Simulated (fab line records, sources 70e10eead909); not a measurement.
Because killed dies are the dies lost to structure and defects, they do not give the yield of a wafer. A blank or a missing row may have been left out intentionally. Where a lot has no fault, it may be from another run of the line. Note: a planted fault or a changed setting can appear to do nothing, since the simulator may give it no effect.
The tool behind it: which one? || flow nand-harc || Sampling: 11 lots, 33 wafers, 6 of 1159 route steps

## WHAT EACH GAUGE READ, for each wafer
NHARC_A_BLC_INSPECT_12. Usual: raw-defect-count reads 31 (standard deviation 12).
{"lot": "L377", "measured": "day 17 16:37", "on": "defect-inspect-02", "raw-defect-count": "26 45 29", "flag": ""}
{"lot": "L378", "measured": "day 18 09:32", "on": "defect-inspect-02", "raw-defect-count": "10 11 10", "flag": ""}
{"lot": "L379", "measured": "day 18 17:23", "on": "defect-inspect-01", "raw-defect-count": "34 34 36", "flag": ""}
{"lot": "L382", "measured": "day 19 05:16", "on": "defect-inspect-01", "raw-defect-count": "33 36 38", "flag": ""}
{"lot": "L380", "measured": "day 19 09:51", "on": "defect-inspect-02", "raw-defect-count": "13 8 17", "flag": ""}
{"lot": "L381", "measured": "day 19 11:06", "on": "defect-inspect-02", "raw-defect-count": "26 20 34", "flag": ""}
{"lot": "L385", "measured": "day 20 06:11", "on": "defect-inspect-01", "raw-defect-count": "19 23 34", "flag": ""}
{"lot": "L387", "measured": "day 20 21:35", "on": "defect-inspect-02", "raw-defect-count": "31 28 35", "flag": ""}
{"lot": "L389", "measured": "day 20 22:19", "on": "defect-inspect-02", "raw-defect-count": "32 38 21", "flag": ""}
{"lot": "L390", "measured": "day 21 01:35", "on": "defect-inspect-02", "raw-defect-count": "62 48 51", "flag": ""}
{"lot": "L388", "measured": "day 21 12:44", "on": "defect-inspect-01", "raw-defect-count": "35 37 41", "flag": ""}

NHARC_A_M0_CD_MEAS_09: the cd target is 80 nm. Usual: cd-nm reads 80.0 nm (standard deviation 0.51).
{"lot": "L377", "measured": "day 17 20:58", "on": "cd-sem-02", "cd-nm (nm)": "80.0 80.3 79.9", "flag": ""}
{"lot": "L378", "measured": "day 18 15:24", "on": "cd-sem-02", "cd-nm (nm)": "79.9 79.4 80.3", "flag": ""}
{"lot": "L379", "measured": "day 19 04:12", "on": "cd-sem-03", "cd-nm (nm)": "79.8 79.1 79.2", "flag": ""}
{"lot": "L382", "measured": "day 19 09:21", "on": "cd-sem-01", "cd-nm (nm)": "79.5 79.7 79.4", "flag": ""}
{"lot": "L380", "measured": "day 19 13:55", "on": "cd-sem-01", "cd-nm (nm)": "79.9 80.1 80.0", "flag": ""}
{"lot": "L381", "measured": "day 19 15:13", "on": "cd-sem-01", "cd-nm (nm)": "79.6 79.5 79.8", "flag": ""}
{"lot": "L385", "measured": "day 20 14:28", "on": "cd-sem-03", "cd-nm (nm)": "80.2 80.1 79.7", "flag": ""}
{"lot": "L387", "measured": "day 21 02:34", "on": "cd-sem-01", "cd-nm (nm)": "81.0 79.9 79.7", "flag": ""}
{"lot": "L389", "measured": "day 21 11:05", "on": "cd-sem-01", "cd-nm (nm)": "79.9 80.1 80.2", "flag": ""}
{"lot": "L390", "measured": "day 21 13:43", "on": "cd-sem-02", "cd-nm (nm)": "106.6 107.1 107.0", "flag": "OFF"}
{"lot": "L388", "measured": "day 21 16:55", "on": "cd-sem-03", "cd-nm (nm)": "101.7 100.9 100.8", "flag": "OFF"}

NHARC_END_SORT_01. Usual: defect-limited-yield 95.2 %, standard deviation 1.6; killed-at-array 28, standard deviation 11; killed-at-other 0.8, standard deviation 1.3; killed-at-periphery 3.6, standard deviation 2.5; killed-dies 32, standard deviation 11; killed-open 3.0, standard deviation 1.8; killed-short 2.0, standard deviation 1.5; sort_bin_2_pct 1.5 %, standard deviation 0.66; sort_bin_3_pct 0.25 %, standard deviation 0.23; sort_bin_4_pct 3.0 %, standard deviation 1.1; sort-n-pass 645, standard deviation 11; sort-rim-yield-pct 96.0 %, standard deviation 2.9; sort-yield-pct 95.2 %, standard deviation 1.6.
{"lot": "L390", "measured": "day 23 03:58", "on": "prober-02", "defect-limited-yield (%)": "89.1 92.0 89.2", "killed-at-array": "68 48 68", "killed-at-other": "3 1 1", "killed-at-periphery": "3 5 4", "killed-dies": "74 54 73", "killed-open": "1 3 8", "killed-short": "1 0 2", "sort_bin_2_pct (%)": "2.1 2.7 2.5", "sort_bin_3_pct (%)": "4.28 2.66 2.81", "sort_bin_4_pct (%)": "4.6 2.7 5.5", "sort-n-pass": "603 623 604", "sort-rim-yield-pct (%)": "88.7 90.6 90.6", "sort-yield-pct (%)": "89.1 92.0 89.2", "flag": "OFF"}
{"lot": "L388", "measured": "day 23 12:03", "on": "prober-01", "defect-limited-yield (%)": "94.2 93.4 94.1", "killed-at-array": "35 38 38", "killed-at-other": "0 1 1", "killed-at-periphery": "4 6 1", "killed-dies": "39 45 40", "killed-open": "4 4 2", "killed-short": "7 2 3", "sort_bin_2_pct (%)": "2.8 2.1 2.2", "sort_bin_3_pct (%)": "0.74 0.15 0", "sort_bin_4_pct (%)": "2.2 4.4 3.7", "sort-n-pass": "638 632 637", "sort-rim-yield-pct (%)": "94.3 94.3 97.2", "sort-yield-pct (%)": "94.2 93.4 94.1", "flag": ""}

## WHAT TOOL EACH LOT RAN ON (gives the tool, then ch and the chambers of the sampled wafers, and finally the start)
{"lot": "L377", "NHARC_A_BLC_ETCH_17": "rie-diel-10 ch 0,2,3, day 17 20:49 or earlier", "NHARC_A_M0_EXPOSE_06": "arfi-scanner-02 ch 0, day 17 20:49", "NHARC_A_M0_DESCUM_14": "rie-diel-09 ch 0,1,3, day 17 21:10"}
{"lot": "L378", "NHARC_A_BLC_ETCH_17": "rie-diel-10 ch 1,2,3, day 18 15:15 or earlier", "NHARC_A_M0_EXPOSE_06": "arfi-scanner-03 ch 0, day 18 15:15", "NHARC_A_M0_DESCUM_14": "rie-diel-05 ch 1,2, day 18 15:35"}
{"lot": "L379", "NHARC_A_BLC_ETCH_17": "rie-diel-13 ch 0,1,2, day 19 04:04 or earlier", "NHARC_A_M0_EXPOSE_06": "arfi-scanner-02 ch 0, day 19 04:04", "NHARC_A_M0_DESCUM_14": "rie-diel-05 ch 0,3, day 19 04:23"}
{"lot": "L382", "NHARC_A_BLC_ETCH_17": "rie-diel-13 ch 0,1, day 19 09:13 or earlier", "NHARC_A_M0_EXPOSE_06": "arfi-scanner-03 ch 0, day 19 09:13", "NHARC_A_M0_DESCUM_14": "rie-diel-09 ch 0,1,2, day 19 09:33"}
{"lot": "L380", "NHARC_A_BLC_ETCH_17": "rie-diel-13 ch 0,1,2, day 19 13:46 or earlier", "NHARC_A_M0_EXPOSE_06": "arfi-scanner-03 ch 0, day 19 13:46", "NHARC_A_M0_DESCUM_14": "rie-diel-05 ch 1,2,3, day 19 14:07"}
{"lot": "L381", "NHARC_A_BLC_ETCH_17": "rie-diel-13 ch 0,1,2, day 19 15:05 or earlier", "NHARC_A_M0_EXPOSE_06": "arfi-scanner-01 ch 0, day 19 15:05", "NHARC_A_M0_DESCUM_14": "rie-diel-09 ch 1,3, day 19 15:24"}
{"lot": "L385", "NHARC_A_BLC_ETCH_17": "rie-diel-10 ch 0,1,3, day 20 14:19 or earlier", "NHARC_A_M0_EXPOSE_06": "arfi-scanner-03 ch 0, day 20 14:19", "NHARC_A_M0_DESCUM_14": "rie-diel-05 ch 1,2, day 20 14:38"}
{"lot": "L387", "NHARC_A_BLC_ETCH_17": "rie-diel-10 ch 1,2, day 21 02:25 or earlier", "NHARC_A_M0_EXPOSE_06": "arfi-scanner-02 ch 0, day 21 02:25", "NHARC_A_M0_DESCUM_14": "rie-diel-09 ch 0,1, day 21 02:44"}
{"lot": "L389", "NHARC_A_BLC_ETCH_17": "rie-diel-13 ch 0,1, day 21 10:57 or earlier", "NHARC_A_M0_EXPOSE_06": "arfi-scanner-02 ch 0, day 21 10:57", "NHARC_A_M0_DESCUM_14": "rie-diel-02 ch 0,1,3, day 21 11:17"}
{"lot": "L390", "NHARC_A_BLC_ETCH_17": "rie-diel-13 ch 0,1, day 21 13:34 or earlier", "NHARC_A_M0_EXPOSE_06": "arfi-scanner-02 ch 0, day 21 13:34", "NHARC_A_M0_DESCUM_14": "rie-diel-02 ch 0,1,3, day 21 13:55"}
{"lot": "L388", "NHARC_A_BLC_ETCH_17": "rie-diel-10 ch 1,2,3, day 21 16:47 or earlier", "NHARC_A_M0_EXPOSE_06": "arfi-scanner-02 ch 0, day 21 16:47", "NHARC_A_M0_DESCUM_14": "rie-diel-05 ch 0,2,3, day 21 17:07"}
- NHARC_A_BLC_ETCH_17: etches the open film in N2/H2, target depth 390 nm, time 609.38 s.
- NHARC_A_M0_EXPOSE_06: exposes mask A M0, target cd 80 nm.
- NHARC_A_M0_DESCUM_14: chemistry O2, time 3 s.

## AS READ BY THE TOOLS THEMSELVES (means over the sampled wafers that have a number; for cases with no such wafer, the mark the record gives instead)
NHARC_A_BLC_ETCH_17. Usual: drypump-motor-current-A 5.8 A, standard deviation 0.59; oes-product-au 0.997 a.u., standard deviation 0.0072; rf-fwd-power-W 399.6 W, standard deviation 1.1; rf-vpp-V 431.5 V, standard deviation 2.2; showerhead-plenum-p-Torr 2.08 Torr, standard deviation 0.079; throttle-valve-pct 14.171 %, standard deviation 0.0086.
{"lot": "L377", "tool": "rie-diel-10", "drypump-motor-current-A (A)": 5.9, "oes-product-au (a.u.)": 0.994, "rf-fwd-power-W (W)": 399.7, "rf-vpp-V (V)": 432.1, "showerhead-plenum-p-Torr (Torr)": 2.13, "throttle-valve-pct (%)": 14.170, "flag": ""}
{"lot": "L378", "tool": "rie-diel-10", "drypump-motor-current-A (A)": 5.9, "oes-product-au (a.u.)": 1.002, "rf-fwd-power-W (W)": 399.8, "rf-vpp-V (V)": 430.4, "showerhead-plenum-p-Torr (Torr)": 2.07, "throttle-valve-pct (%)": 14.168, "flag": ""}
{"lot": "L379", "tool": "rie-diel-13", "drypump-motor-current-A (A)": 5.6, "oes-product-au (a.u.)": 0.989, "rf-fwd-power-W (W)": 400.3, "rf-vpp-V (V)": 432.1, "showerhead-plenum-p-Torr (Torr)": 2.07, "throttle-valve-pct (%)": 14.162, "flag": ""}
{"lot": "L382", "tool": "rie-diel-13", "drypump-motor-current-A (A)": 5.8, "oes-product-au (a.u.)": 0.998, "rf-fwd-power-W (W)": 398.8, "rf-vpp-V (V)": 430.3, "showerhead-plenum-p-Torr (Torr)": 2.02, "throttle-valve-pct (%)": 14.168, "flag": ""}
{"lot": "L380", "tool": "rie-diel-13", "drypump-motor-current-A (A)": 5.6, "oes-product-au (a.u.)": 0.999, "rf-fwd-power-W (W)": 400.0, "rf-vpp-V (V)": 431.3, "showerhead-plenum-p-Torr (Torr)": 2.07, "throttle-valve-pct (%)": 14.170, "flag": ""}
{"lot": "L381", "tool": "rie-diel-13", "drypump-motor-current-A (A)": 5.6, "oes-product-au (a.u.)": 0.995, "rf-fwd-power-W (W)": 399.7, "rf-vpp-V (V)": 431.3, "showerhead-plenum-p-Torr (Torr)": 2.07, "throttle-valve-pct (%)": 14.163, "flag": ""}
{"lot": "L385", "tool": "rie-diel-10", "drypump-motor-current-A (A)": 5.9, "oes-product-au (a.u.)": 0.998, "rf-fwd-power-W (W)": 397.9, "rf-vpp-V (V)": 431.4, "showerhead-plenum-p-Torr (Torr)": 2.06, "throttle-valve-pct (%)": 14.176, "flag": ""}
{"lot": "L387", "tool": "rie-diel-10", "drypump-motor-current-A (A)": 6.4, "oes-product-au (a.u.)": 1.004, "rf-fwd-power-W (W)": 398.9, "rf-vpp-V (V)": 430.6, "showerhead-plenum-p-Torr (Torr)": 2.04, "throttle-valve-pct (%)": 14.171, "flag": ""}
{"lot": "L389", "tool": "rie-diel-13", "drypump-motor-current-A (A)": 5.4, "oes-product-au (a.u.)": 1.005, "rf-fwd-power-W (W)": 398.9, "rf-vpp-V (V)": 431.8, "showerhead-plenum-p-Torr (Torr)": 2.09, "throttle-valve-pct (%)": 14.171, "flag": ""}
{"lot": "L390", "tool": "rie-diel-13", "drypump-motor-current-A (A)": 5.5, "oes-product-au (a.u.)": 0.999, "rf-fwd-power-W (W)": 399.9, "rf-vpp-V (V)": 431.6, "showerhead-plenum-p-Torr (Torr)": 2.09, "throttle-valve-pct (%)": 14.174, "flag": ""}
{"lot": "L388", "tool": "rie-diel-10", "drypump-motor-current-A (A)": 5.9, "oes-product-au (a.u.)": 1.002, "rf-fwd-power-W (W)": 400.0, "rf-vpp-V (V)": 431.2, "showerhead-plenum-p-Torr (Torr)": 2.06, "throttle-valve-pct (%)": 14.173, "flag": ""}

NHARC_A_M0_EXPOSE_06. Usual: exposure-dose-mJ-cm2 reads 83.24 (standard deviation 0.086).
{"lot": "L377", "tool": "arfi-scanner-02", "exposure-dose-mJ-cm2": 83.19, "flag": ""}
{"lot": "L378", "tool": "arfi-scanner-03", "exposure-dose-mJ-cm2": 83.30, "flag": ""}
{"lot": "L379", "tool": "arfi-scanner-02", "exposure-dose-mJ-cm2": 83.22, "flag": ""}
{"lot": "L382", "tool": "arfi-scanner-03", "exposure-dose-mJ-cm2": 83.33, "flag": ""}
{"lot": "L380", "tool": "arfi-scanner-03", "exposure-dose-mJ-cm2": 83.21, "flag": ""}
{"lot": "L381", "tool": "arfi-scanner-01", "exposure-dose-mJ-cm2": 83.28, "flag": ""}
{"lot": "L385", "tool": "arfi-scanner-03", "exposure-dose-mJ-cm2": 83.30, "flag": ""}
{"lot": "L387", "tool": "arfi-scanner-02", "exposure-dose-mJ-cm2": 83.33, "flag": ""}
{"lot": "L389", "tool": "arfi-scanner-02", "exposure-dose-mJ-cm2": 83.27, "flag": ""}
{"lot": "L390", "tool": "arfi-scanner-02", "exposure-dose-mJ-cm2": 124.26, "flag": "OFF"}
{"lot": "L388", "tool": "arfi-scanner-02", "exposure-dose-mJ-cm2": 116.15, "flag": "OFF"}

NHARC_A_M0_DESCUM_14. Usual: drypump-motor-current-A 5.8 A, standard deviation 0.59; oes-product-au 1.000 a.u., standard deviation 0.0076; rf-vpp-V 57.6 V, standard deviation 0.95; showerhead-plenum-p-Torr 1.89 Torr, standard deviation 0.084; throttle-valve-pct 11.310 %, standard deviation 0.0092.
{"lot": "L377", "tool": "rie-diel-09", "drypump-motor-current-A (A)": 5.9, "oes-product-au (a.u.)": 1.000, "rf-vpp-V (V)": 58.5, "showerhead-plenum-p-Torr (Torr)": 1.95, "throttle-valve-pct (%)": 11.311, "flag": ""}
{"lot": "L378", "tool": "rie-diel-05", "drypump-motor-current-A (A)": 5.6, "oes-product-au (a.u.)": 1.000, "rf-vpp-V (V)": 57.3, "showerhead-plenum-p-Torr (Torr)": 1.83, "throttle-valve-pct (%)": 11.307, "flag": ""}
{"lot": "L379", "tool": "rie-diel-05", "drypump-motor-current-A (A)": 6.3, "oes-product-au (a.u.)": 0.994, "rf-vpp-V (V)": 57.2, "showerhead-plenum-p-Torr (Torr)": 1.87, "throttle-valve-pct (%)": 11.309, "flag": ""}
{"lot": "L382", "tool": "rie-diel-09", "drypump-motor-current-A (A)": 5.3, "oes-product-au (a.u.)": 0.998, "rf-vpp-V (V)": 57.5, "showerhead-plenum-p-Torr (Torr)": 1.89, "throttle-valve-pct (%)": 11.305, "flag": ""}
{"lot": "L380", "tool": "rie-diel-05", "drypump-motor-current-A (A)": 5.9, "oes-product-au (a.u.)": 0.992, "rf-vpp-V (V)": 58.9, "showerhead-plenum-p-Torr (Torr)": 1.89, "throttle-valve-pct (%)": 11.310, "flag": ""}
{"lot": "L381", "tool": "rie-diel-09", "drypump-motor-current-A (A)": 6.0, "oes-product-au (a.u.)": 0.999, "rf-vpp-V (V)": 57.4, "showerhead-plenum-p-Torr (Torr)": 1.89, "throttle-valve-pct (%)": 11.310, "flag": ""}
{"lot": "L385", "tool": "rie-diel-05", "drypump-motor-current-A (A)": 6.0, "oes-product-au (a.u.)": 1.004, "rf-vpp-V (V)": 57.0, "showerhead-plenum-p-Torr (Torr)": 1.85, "throttle-valve-pct (%)": 11.312, "flag": ""}
{"lot": "L387", "tool": "rie-diel-09", "drypump-motor-current-A (A)": 5.5, "oes-product-au (a.u.)": 1.000, "rf-vpp-V (V)": 57.5, "showerhead-plenum-p-Torr (Torr)": 1.95, "throttle-valve-pct (%)": 11.312, "flag": ""}
{"lot": "L389", "tool": "rie-diel-02", "drypump-motor-current-A (A)": 5.4, "oes-product-au (a.u.)": 0.997, "rf-vpp-V (V)": 57.8, "showerhead-plenum-p-Torr (Torr)": 1.85, "throttle-valve-pct (%)": 11.313, "flag": ""}
{"lot": "L390", "tool": "rie-diel-02", "drypump-motor-current-A (A)": 5.4, "oes-product-au (a.u.)": 0.995, "rf-vpp-V (V)": 57.8, "showerhead-plenum-p-Torr (Torr)": 1.85, "throttle-valve-pct (%)": 11.314, "flag": ""}
{"lot": "L388", "tool": "rie-diel-05", "drypump-motor-current-A (A)": 6.3, "oes-product-au (a.u.)": 0.999, "rf-vpp-V (V)": 57.6, "showerhead-plenum-p-Torr (Torr)": 1.89, "throttle-valve-pct (%)": 11.316, "flag": ""}

## THE ANSWER, worked out from the rows above alone
Rule: a lot is off if the mean of its wafers that have a number lies more than 3 standard deviations from the usual mean. Also off: a lot with no number at a reading for which 4 or more lots have one. Where the step has rows for the other lots, those lots are counted as sound. After the gauges, taken in route order, come the tools' own readings; for these a lot's mean is taken, as printed above. The first step at which some lot is off is used, and at that step the reading that is off furthest; a lot without a number counts as furthest.
Off, at NHARC_A_M0_CD_MEAS_09 on cd-nm: L390, L388.
A tool fits if, at a process step before that reading, it ran every lot that is off, and no sound lot after the first of them. Not tried: the gauges at NHARC_A_M0_CD_MEAS_09; whatever is off there is also off at NHARC_A_M0_EXPOSE_06, on other tools, and gauge error can't account for it. Because NHARC_A_BLC_ETCH_17 lacks a start for some lots, the hours and order of its lots are taken from NHARC_A_M0_EXPOSE_06. One candidate fits, namely arfi-scanner-02 at NHARC_A_M0_EXPOSE_06. Its last sound lot is L389 (day 21 10:57), its first lot that is off L390 (day 21 13:34): a fault that began between those two fits.
On the lots that are off, the tool's own readings at NHARC_A_M0_EXPOSE_06 differ by more than 5 times the standard deviation of the sound lots' means, which bears it out; exposure-dose-mJ-cm2 reads 120.21 there versus 83.27 on the sound lots.

## WHAT WAS PUT IN BY THE SIMULATOR
Process parameter drift: arfi-scanner-02, from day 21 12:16 on, at NHARC_A_M0_EXPOSE_06. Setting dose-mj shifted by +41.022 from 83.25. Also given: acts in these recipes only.
Lots struck among those shown: L390, L388. Same finding as the rule above.
